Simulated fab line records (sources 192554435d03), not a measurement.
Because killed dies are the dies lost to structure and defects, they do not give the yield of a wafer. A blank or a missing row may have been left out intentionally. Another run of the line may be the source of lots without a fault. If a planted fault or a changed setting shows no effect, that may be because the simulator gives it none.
2 desks looking at one fault -- flow n5 finfet -- numbers are kept per desk, each desk with only its own; the story behind them comes last

== THE TOOL OWNER'S DESK: epi rpcvd-02 ==
The tool's own readings at N5_SD_EPI_P_EPI_21 (deposits SiGe:B, time 355 s): means of the sampled wafers that have a number, for each lot that ran on this tool. A lot is out of limits, marked OUT, if its mean lies more than 4 standard deviations from the usual mean; the brackets give that distance.
Columns: A = lamp inner pct at N5_SD_EPI_P_EPI_21, usual 10.0 %; B = susceptor temp C at N5_SD_EPI_P_EPI_21, usual 550.03 C
lot,first seen here,A,B
L477,day 5 07:56,10.6,550.05
L478,day 5 14:01,10.5,550.26
L479,day 5 20:17,10.6,549.97
L480,day 6 03:30,10.5,549.87
L482,day 6 13:31,10.6,549.95
L491,day 8 20:40,10.4,550.20
This desk found nothing out of limits on any of the 6 lots.

== METROLOGY DESK ==
Lot by lot, what the gauges showed, no matter which tool ran the lot: averages of those sampled wafers that carry a number. A lot is out of limits, marked OUT, if its mean lies more than 4 standard deviations from the usual mean; the brackets give that distance. Of its 18 readings 7 are shown: the one that was out of limits first, and those that lie furthest out on some lot.
Columns: A = RS_SD_P at N5_SD_ACTIVATION_RS_MEAS_03, usual 55.8 ohm/sq; B = ION_P at N5_BEOL_M4_RC_MEAS_101, usual 465 uA/um; C = RC_DENSE_P at N5_BEOL_M4_RC_MEAS_101, usual 23.7 ohm.um; D = RC_P at N5_BEOL_M4_RC_MEAS_101, usual 19.3 ohm.um; E = REXT_P at N5_BEOL_M4_RC_MEAS_101, usual 99.4 ohm.um; F = RS_SD_P at N5_BEOL_M4_RC_MEAS_101, usual 65.5 ohm/sq; G = VT_P at N5_BEOL_M4_RC_MEAS_101, usual -250 mV
lot,first seen here,A,B,C,D,E,F,G
L470,day 3 15:27,56.8,466,23.8,19.4,102.0,66.5,-249
L477,day 5 06:30,56.4,460,23.9,19.5,97.7,66.2,-248
L478,day 5 11:28,55.6,475,24.5,20.0,98.2,65.1,-243
L479,day 5 18:10,76.5 (+25) OUT,441,28.9 (+8.1) OUT,23.9 (+9.3) OUT,122.0 (+11) OUT,88.9 (+24) OUT,-259
L480,day 6 02:04,76.2 (+24) OUT,442,29.7 (+9.2) OUT,24.2 (+9.8) OUT,126.4 (+13) OUT,86.8 (+22) OUT,-255
L481,day 6 08:53,56.0,461,23.4,19.1,101.8,65.5,-255
L482,day 6 11:57,75.4 (+23) OUT,445,28.5 (+7.3) OUT,23.3 (+8.1) OUT,127.6 (+14) OUT,86.1 (+21) OUT,-258
L490,day 8 12:59,55.0,462,22.9,18.7,97.7,64.8,-250
L491,day 8 18:29,57.0,464,24.1,19.7,97.0,66.5,-249
L492,day 9 01:24,56.1,454,23.3,19.1,102.6,65.5,-255
Finding of this desk: L479, L480, L482 out of limits, first seen on L479 at day 5 22:47 (RS_SD_P at N5_SD_ACTIVATION_RS_MEAS_03). In limits: L470, L477, L478, L481, L490, L491, L492.

== TAKEN TOGETHER ==
The metrology desk could have raised an alarm at day 5 22:47, on L479, L480, L482.
The tool owner's desk saw nothing out of limits.
On record at the tool owner's desk: L479, L480, L482, within its limits.
All the named lots went through N5_SD_EPI_P_EPI_21 on epi rpcvd-02.

== WHAT WAS PUT IN BY THE SIMULATOR ==
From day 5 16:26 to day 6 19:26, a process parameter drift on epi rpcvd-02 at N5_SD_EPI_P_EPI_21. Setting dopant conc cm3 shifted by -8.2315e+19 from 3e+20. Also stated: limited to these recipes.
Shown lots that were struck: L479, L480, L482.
Hours from the fault's start to each desk's first reading out of limits: the metrology desk, 6.
